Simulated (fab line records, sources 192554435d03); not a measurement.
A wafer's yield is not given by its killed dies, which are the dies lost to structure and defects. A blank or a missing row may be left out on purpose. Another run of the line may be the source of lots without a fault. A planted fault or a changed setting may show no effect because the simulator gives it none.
Which tool is to blame? | flow n5 finfet | 8 lots with 24 wafers sampled at 6 steps, on a route of 1938 steps

## WHAT EACH GAUGE READ, for each wafer
N5_FIN_CUT_INSPECT_17: inspects for defects (brightfield).
lot  | measured    | on                | raw defect count
L325 | day 2 12:36 | defect inspect-02 | 235 276 276
L326 | day 2 15:07 | defect inspect-02 | 306 427 280
L332 | day 4 03:53 | defect inspect-02 | 316 260 160
L334 | day 4 15:43 | defect inspect-02 | 105 1503 154
L339 | day 5 21:25 | defect inspect-01 | 198 280 252
L340 | day 6 06:31 | defect inspect-01 | 163 360 203
L342 | day 6 17:41 | defect inspect-02 | 228 280 302
L344 | day 7 05:02 | defect inspect-02 | 210 239 132

N5_BEOL_M4_RC_MEAS_101.
lot  | measured     | on        | DIBL_N (mV/V)  | DIBL_P (mV/V)  | IOFF_N (nA/um)    | IOFF_P (nA/um) | ION_N (uA/um) | ION_P (uA/um) | SS_N (mV/dec)  | SS_P (mV/dec)  | VT_N (mV)   | VT_P (mV)
L325 | day 8 17:17  | prober-01 | 37.9 37.5 35.9 | 38.4 37.2 36.3 | 0.208 0.182 0.166 | 0.24 0.23 0.22 | 696 671 688   | 472 461 474   | 72.1 71.8 70.9 | 73.4 73.3 73.4 | 245 247 247 | -247 -248 -249
L326 | day 9 02:08  | prober-02 | 34.0 36.0 33.7 | 33.8 37.2 33.5 | 0.141 0.186 0.142 | 0.19 0.26 0.19 | 683 685 678   | 462 468 465   | 71.2 71.9 70.4 | 72.1 73.3 72.3 | 250 245 249 | -250 -246 -250
L332 | day 10 09:34 | prober-01 | 36.5 35.9 37.2 | 35.5 34.9 35.3 | 0.148 0.127 0.156 | 0.22 0.20 0.22 | 666 666 662   | 462 464 453   | 71.8 71.2 71.4 | 73.4 73.2 73.3 | 252 252 254 | -249 -250 -246
L334 | day 10 16:27 | prober-01 | 34.5 37.3 37.2 | 35.2 38.2 37.7 | 0.134 0.171 0.164 | 0.16 0.20 0.20 | 678 684 682   | 463 462 461   | 71.0 72.0 71.2 | 72.7 74.3 74.1 | 251 247 250 | -255 -254 -252
L339 | day 11 20:23 | prober-02 | 37.2 37.9 36.4 | 36.8 38.4 36.6 | 0.162 0.173 0.152 | 0.21 0.23 0.21 | 670 679 672   | 459 462 456   | 71.5 71.5 72.0 | 73.0 73.5 72.5 | 253 250 251 | -248 -249 -250
L340 | day 12 13:44 | prober-01 | 36.7 37.4 37.1 | 36.3 37.0 36.7 | 0.157 0.171 0.169 | 0.21 0.23 0.23 | 682 683 677   | 472 469 467   | 72.4 72.5 71.9 | 72.9 73.6 73.5 | 248 248 246 | -248 -247 -247
L342 | day 13 05:15 | prober-02 | 33.4 34.1 34.6 | 34.3 34.8 35.3 | 0.121 0.133 0.136 | 0.14 0.15 0.15 | 668 677 677   | 450 455 456   | 71.4 71.6 71.7 | 72.9 72.9 72.8 | 253 250 250 | -256 -257 -258
L344 | day 13 17:22 | prober-01 | 34.4 33.9 36.7 | 34.9 34.4 37.3 | 0.137 0.128 0.166 | 0.18 0.18 0.21 | 666 659 675   | 456 456 459   | 71.0 71.1 71.2 | 72.7 72.4 73.2 | 251 252 250 | -253 -255 -253

## WHAT TOOL EACH LOT RAN ON (gives the tool, then ch and the chambers of the sampled wafers, and finally the start)
lot  | N5_FIN_CUT_ETCH_30                | N5_FIN_CUT_CUT_ETCH_27            | N5_FIN_CUT_CUT_ETCH_28          | N5_STI_FIN_REVEAL_ALD_00
L325 | rie diel-02 ch 1,2,3, day 2 11:30 | rie diel-02 ch 1,2,3, day 2 11:57 | rie si-02 ch 0,1,3, day 2 12:20 | ald sin-03 ch 0,2,3, day 2 12:38
L326 | rie diel-02 ch 0,1,2, day 2 14:13 | rie diel-02 ch 0,1,2, day 2 14:40 | rie si-02 ch 1,3, day 2 14:53   | ald sin-02 ch 0,3, day 2 16:11
L332 | rie diel-02 ch 0,1, day 4 03:01   | rie diel-02 ch 0,1, day 4 03:28   | rie si-05 ch 1,3, day 4 03:40   | ald sin-02 ch 0,2, day 4 03:55
L334 | rie diel-04 ch 0,1, day 4 14:50   | rie diel-04 ch 0,1, day 4 15:17   | rie si-05 ch 2,3, day 4 15:29   | ald sin-03 ch 0,1, day 4 15:45
L339 | rie diel-05 ch 0,2,3, day 5 20:32 | rie diel-05 ch 0,2,3, day 5 20:58 | rie si-05 ch 1,2,3, day 5 21:11 | ald sin-01 ch 1,2, day 5 21:30
L340 | rie diel-02 ch 0,1,3, day 6 05:38 | rie diel-02 ch 0,1,3, day 6 06:05 | rie si-03 ch 0,1,3, day 6 06:17 | ald sin-02 ch 0,1,2, day 6 06:45
L342 | rie diel-05 ch 0,1,3, day 6 16:45 | rie diel-05 ch 0,1,3, day 6 17:11 | rie si-05 ch 1,2, day 6 17:24   | ald sin-02 ch 1,2, day 6 17:43
L344 | rie diel-02 ch 0,1,3, day 7 04:10 | rie diel-02 ch 0,1,3, day 7 04:37 | rie si-03 ch 2,3, day 7 04:49   | ald sin-01 ch 1,2,3, day 7 05:22
- N5_FIN_CUT_ETCH_30: etches underlayer in N2/H2, target depth 13 nm, time 10.4 s.
- N5_FIN_CUT_CUT_ETCH_27: etches SiO2 in CHF3/O2, target depth 4 nm, overetch 2 nm, time 4.9 s.
- N5_FIN_CUT_CUT_ETCH_28: etches Si in HBr/Cl2/O2, target depth 6 nm, time 2.4 s.
- N5_STI_FIN_REVEAL_ALD_00: deposits SiO2, target thk 1 nm, pulse time 1 s.

## AS READ BY THE TOOLS THEMSELVES (means over the sampled wafers that have a number; for cases with no such wafer, the mark the record gives instead)
N5_FIN_CUT_ETCH_30.
lot  | tool        | drypump motor current A (A) | etch rf on time s (s) | oes product au (a.u.) | rf fwd power W (W) | rf vpp V (V) | showerhead plenum p Torr (Torr) | throttle valve pct (%)
L325 | rie diel-02 | 5.2                         | 10.67                 | 0.63                  | 818.1              | 526.4        | 2.61                            | 17.81
L326 | rie diel-02 | 5.3                         | 10.81                 | 0.62                  | 819.5              | 523.9        | 2.53                            | 17.77
L332 | rie diel-02 | 5.1                         | 10.75                 | 0.60                  | 819.8              | 524.0        | 2.55                            | 17.91
L334 | rie diel-04 | 5.6                         | 10.46                 | 0.61                  | 818.1              | 523.4        | 2.52                            | 17.92
L339 | rie diel-05 | 5.8                         | 10.58                 | 0.75                  | 817.4              | 525.3        | 2.58                            | 17.74
L340 | rie diel-02 | 5.2                         | 10.70                 | 0.59                  | 818.5              | 523.5        | 2.56                            | 18.03
L342 | rie diel-05 | 5.8                         | 10.21                 | 0.70                  | 820.0              | 523.7        | 2.55                            | 17.76
L344 | rie diel-02 | 5.2                         | 10.83                 | 0.59                  | 820.3              | 524.1        | 2.56                            | 18.04

N5_FIN_CUT_CUT_ETCH_27.
lot  | tool        | CHF3_flow_sccm (sccm) | drypump motor current A (A) | oes product au (a.u.) | rf fwd power W (W) | rf vpp V (V) | showerhead plenum p Torr (Torr) | throttle valve pct (%)
L325 | rie diel-02 | 50.00                 | 5.2                         | 0.59                  | 642.5              | 525          | 2.47                            | 18.80
L326 | rie diel-02 | 49.94                 | 5.3                         | 0.59                  | 641.7              | 520          | 2.39                            | 18.70
L332 | rie diel-02 | 50.04                 | 5.1                         | 0.56                  | 640.8              | 519          | 2.41                            | 18.82
L334 | rie diel-04 | 49.92                 | 5.6                         | 0.56                  | 643.6              | 524          | 2.39                            | 18.87
L339 | rie diel-05 | 49.91                 | 5.8                         | 0.70                  | 643.3              | 527          | 2.45                            | 18.80
L340 | rie diel-02 | 49.84                 | 5.2                         | 0.56                  | 640.9              | 524          | 2.42                            | 18.91
L342 | rie diel-05 | 50.00                 | 5.8                         | 0.65                  | 644.0              | 525          | 2.44                            | 18.87
L344 | rie diel-02 | 49.81                 | 5.1                         | 0.56                  | 640.8              | 524          | 2.42                            | 18.93

N5_FIN_CUT_CUT_ETCH_28.
lot  | tool      | drypump motor current A (A) | oes product au (a.u.) | throttle valve pct (%)
L325 | rie si-02 | 5.5                         | 1.004                 | 37.3
L326 | rie si-02 | 5.5                         | 1.008                 | 37.4
L332 | rie si-05 | 5.5                         | 1.003                 | 36.9
L334 | rie si-05 | 5.9                         | 0.996                 | 36.6
L339 | rie si-05 | 5.8                         | 0.999                 | 36.8
L340 | rie si-03 | 6.1                         | 1.003                 | 37.3
L342 | rie si-05 | 6.1                         | 0.990                 | 36.5
L344 | rie si-03 | 6.0                         | 1.013                 | 37.0

N5_STI_FIN_REVEAL_ALD_00.
lot  | tool       | heater power w (W) | precursor pulse height rel | susceptor temp C (C)
L325 | ald sin-03 | 432                | 0.988                      | 299.80
L326 | ald sin-02 | 440                | 0.976                      | 300.10
L332 | ald sin-02 | 490                | 0.975                      | 300.05
L334 | ald sin-03 | 487                | 0.985                      | 300.13
L339 | ald sin-01 | 525                | 1.012                      | 300.15
L340 | ald sin-02 | 447                | 0.999                      | 299.92
L342 | ald sin-02 | 412                | 0.990                      | 299.95
L344 | ald sin-01 | 488                | 0.994                      | 299.94

## THE ANSWER, worked out from the rows above alone
Rule: the usual values come from the lots themselves. Put in order of their means at a reading, lots are off if they are a third of the lots or fewer, leave a main group of 4 or more, and stand apart from it by a gap of 3 or more times the standard deviation of the main group's means; of several such gaps the widest counts. Not used: any main group whose means are identical at the precision the tables above print for the reading. Also off: a lot with no number at a reading for which 4 or more lots have one. Where the step has rows for the other lots, those lots are counted as sound. First the gauges in route order, then the tools' own readings, where a lot's mean is used as printed above. The first step at which some lot is off is used, and at that step the reading that is off furthest; a lot without a number counts as furthest.
Off, at N5_FIN_CUT_INSPECT_17 on raw defect count: L334. For the main group the mean is 256 and the standard deviation 40.
If a tool, at a process step before that reading, ran all the lots that are off and no sound lot after the first of them, it fits. Gauges at N5_FIN_CUT_INSPECT_17: tried the same way as those tools. One fits: N5_FIN_CUT_ETCH_30 and N5_FIN_CUT_CUT_ETCH_27 on rie diel-04. It ran no sound lot before its first lot that is off in this sample, so the start can't be narrowed down.

## WHAT THE SIMULATOR HAD PUT IN
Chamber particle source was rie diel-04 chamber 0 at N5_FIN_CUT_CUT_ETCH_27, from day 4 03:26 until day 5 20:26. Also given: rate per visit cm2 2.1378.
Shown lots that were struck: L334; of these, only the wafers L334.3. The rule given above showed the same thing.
